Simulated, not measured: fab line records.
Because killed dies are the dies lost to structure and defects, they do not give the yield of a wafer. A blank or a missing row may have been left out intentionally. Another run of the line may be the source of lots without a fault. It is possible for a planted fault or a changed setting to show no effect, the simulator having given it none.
The same fault as seen by 3 desks -- flow nand harc -- each desk holds nothing but its own numbers, with what lay behind them at the end

== THE TOOL OWNER'S DESK: arfi scanner-03 ==
The tool's own readings at NHARC_A_M0_EXPOSE_06 (exposes mask A M0, target cd 80 nm): means of the sampled wafers that have a number, for each lot that ran on this tool. Marked OUT: a lot whose mean sits more than 4 standard deviations from the usual mean, which makes it out of limits; the brackets give that distance.
Columns: A = exposure dose mJ cm2 at NHARC_A_M0_EXPOSE_06, usual 83.12; B = reticle temp C at NHARC_A_M0_EXPOSE_06, usual 23.00 C
lot,first seen here,A,B
L886,day 24 13:02,83.21,23.10
L897,day 28 01:53,83.02,23.02
L900,day 30 08:07,127.83 (+99 or more) OUT,23.06
L902,day 30 15:25,119.44 (+99 or more) OUT,22.94
This desk's finding: out of limits on L900, L902; first on L900, day 30 08:07 (exposure dose mJ cm2 at NHARC_A_M0_EXPOSE_06). Within limits: L886, L897.

== THE METROLOGY DESK ==
Means of the sampled wafers that have a number, per lot and without regard to the tool the lot ran on: this is what the gauges read. Marked OUT: a lot whose mean sits more than 4 standard deviations from the usual mean, which makes it out of limits; the brackets give that distance.
Columns: A = cd nm at NHARC_A_M0_CD_MEAS_09, usual 80.1 nm; B = overlay x nm at NHARC_A_M0_OVL_MEAS_10, usual -0.3 nm; C = overlay y nm at NHARC_A_M0_OVL_MEAS_10, usual 0.2 nm
lot,first seen here,A,B,C
L887,day 23 15:49,79.8,0.2,-1.4
L889,day 24 06:53,79.6,0.3,0.8
L886,day 24 13:11,79.7,-0.8,1.0
L891,day 25 21:08,79.8,0.0,0.1
L893,day 26 19:04,80.9,-0.7,0.1
L897,day 28 02:01,79.2,0.1,-0.7
L900,day 30 08:14,107.4 (+45) OUT,-0.8,0.8
L902,day 30 15:34,103.8 (+39) OUT,0.3,-0.3
L905,day 30 22:27,80.5,-0.1,1.0
L906,day 31 13:18,80.6,0.1,-0.2
L907,day 32 04:13,80.5,-0.6,1.5
This desk's finding: out of limits on L900, L902; first on L900, day 30 08:14 (cd nm at NHARC_A_M0_CD_MEAS_09). Within limits: L887, L889, L886, L891, L893, L897, L905, L906, L907.

== THE DEFECT DESK ==
What the inspections along the route counted, lot by lot: means of the sampled wafers that have a number. Marked OUT: a lot whose mean sits more than 4 standard deviations from the usual mean, which makes it out of limits; the brackets give that distance.
Columns: A = raw defect count at NHARC_A_M0_INSPECT_11, usual 81
lot,first seen here,A
L887,day 23 15:56,71
L889,day 24 07:00,148
L886,day 24 13:18,73
L891,day 25 21:16,110
L893,day 26 19:11,30
L897,day 28 02:08,54
L900,day 30 08:22,54
L902,day 30 15:41,102
L905,day 30 22:34,69
L906,day 31 13:25,84
L907,day 32 04:20,71
Finding of this desk: none of the 11 lots has anything out of limits.

== TAKEN TOGETHER ==
The tool owner's desk had the chance to raise an alarm at day 30 08:07 on L900, L902.
An alarm was possible from the metrology desk at day 30 08:14, on L900, L902.
The defect desk saw nothing out of limits.
The defect desk has L900, L902 on record, within its limits.
The lots listed all ran NHARC_A_M0_EXPOSE_06 on arfi scanner-03.

== WHAT THE SIMULATOR HAD PUT IN ==
Drift in process parameters on arfi scanner-03 at NHARC_A_M0_EXPOSE_06, starting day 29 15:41. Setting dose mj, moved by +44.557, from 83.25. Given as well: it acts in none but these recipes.
Lots struck among those shown: L900, L902.
Hours from the fault's start to each desk's first reading out of limits: the tool owner's desk, 16; the metrology desk, 17.
